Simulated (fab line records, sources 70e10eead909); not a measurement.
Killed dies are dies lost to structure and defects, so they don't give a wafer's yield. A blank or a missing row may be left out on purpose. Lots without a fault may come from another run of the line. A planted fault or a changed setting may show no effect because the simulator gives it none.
Chamber matching | flow nand_harc | NHARC_A_M0_STRIP_18 on rie_diel-13: 4 sister chambers
The step strips in N2/H2. 14 wafers are shown with their chamber, then 7 later ones without.

WAFERS WITH THEIR CHAMBER
wafer  | chamber | rf_vpp_V (V) | throttle_valve_pct (%) | oes_product_au (a.u.)
L076.2 | 2       | 92.2         | 14.169                 | 0.984
L076.3 | 3       | 91.6         | 14.183                 | 0.996
L076.6 | 0       | 89.4         | 14.161                 | 0.999
L081.2 | 0       | 91.9         | 14.179                 | 0.992
L081.3 | 3       | 90.7         | 14.185                 | 1.002
L081.4 | 1       | 89.6         | 14.171                 | 0.997
L082.1 | 0       | 91.7         | 14.158                 | 0.986
L082.3 | 3       | 90.6         | 14.169                 | 0.980
L082.5 | 1       | 90.4         | 14.185                 | 0.990
L085.2 | 3       | 92.1         | 14.170                 | 0.999
L085.4 | 2       | 91.9         | 14.160                 | 0.989
L085.5 | 0       | 89.2         | 14.155                 | 0.999
L091.2 | 0       | 90.2         | 14.170                 | 0.999
L091.4 | 3       | 91.0         | 14.182                 | 0.991

SIGNATURES (means of the wafers above)
reading            | chamber 0 | chamber 1 | chamber 2 | chamber 3 | scatter within a chamber
rf_vpp_V           | 90.480    | 90.000    | 92.050    | 91.200    | 0.915
throttle_valve_pct | 14.16460  | 14.17800  | 14.16450  | 14.17780  | 0.00871
oes_product_au     | 0.99500   | 0.99350   | 0.98650   | 0.99360   | 0.00687
Rule: a wafer's distance from a chamber is the root of the sum, over the readings, of the square of ((its reading less the chamber's mean) divided by the reading's scatter). The wafer belongs to the nearest chamber; if the next one is less than 2 further off, it can't be placed. The scatter: the root of (the sum of the squares of (reading less its chamber's mean) over the shown wafers, divided by (wafers less chambers)).

WAFERS WITHOUT THEIR CHAMBER
wafer  | rf_vpp_V (V) | throttle_valve_pct (%) | oes_product_au (a.u.)
L091.5 | 90.2         | 14.176                 | 0.996
L093.1 | 92.1         | 14.175                 | 0.993
L093.2 | 89.6         | 14.166                 | 0.988
L093.4 | 91.7         | 14.182                 | 1.005
L095.1 | 90.2         | 14.182                 | 0.980
L095.3 | 89.8         | 14.176                 | 0.988
L095.4 | 91.3         | 14.157                 | 0.985

WHICH CHAMBER EACH WENT THROUGH
wafer  | from the rows above               | in truth
L091.5 | can't be placed: 1 or 3 or 0      | 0
L093.1 | can't be placed: 3 or 2 or 0 or 1 | 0
L093.2 | can't be placed: 0 or 1 or 3 or 2 | 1
L093.4 | can't be placed: 3 or 1 or 0 or 2 | 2
L095.1 | can't be placed: 1 or 3 or 0 or 2 | 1
L095.3 | can't be placed: 1 or 3 or 0 or 2 | 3
L095.4 | can't be placed: 2 or 0 or 3 or 1 | 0
Placed correctly: 0 of 7. Can't be placed from these rows: 7 (the true chamber is among the candidates in 7). Placed wrongly: 0.
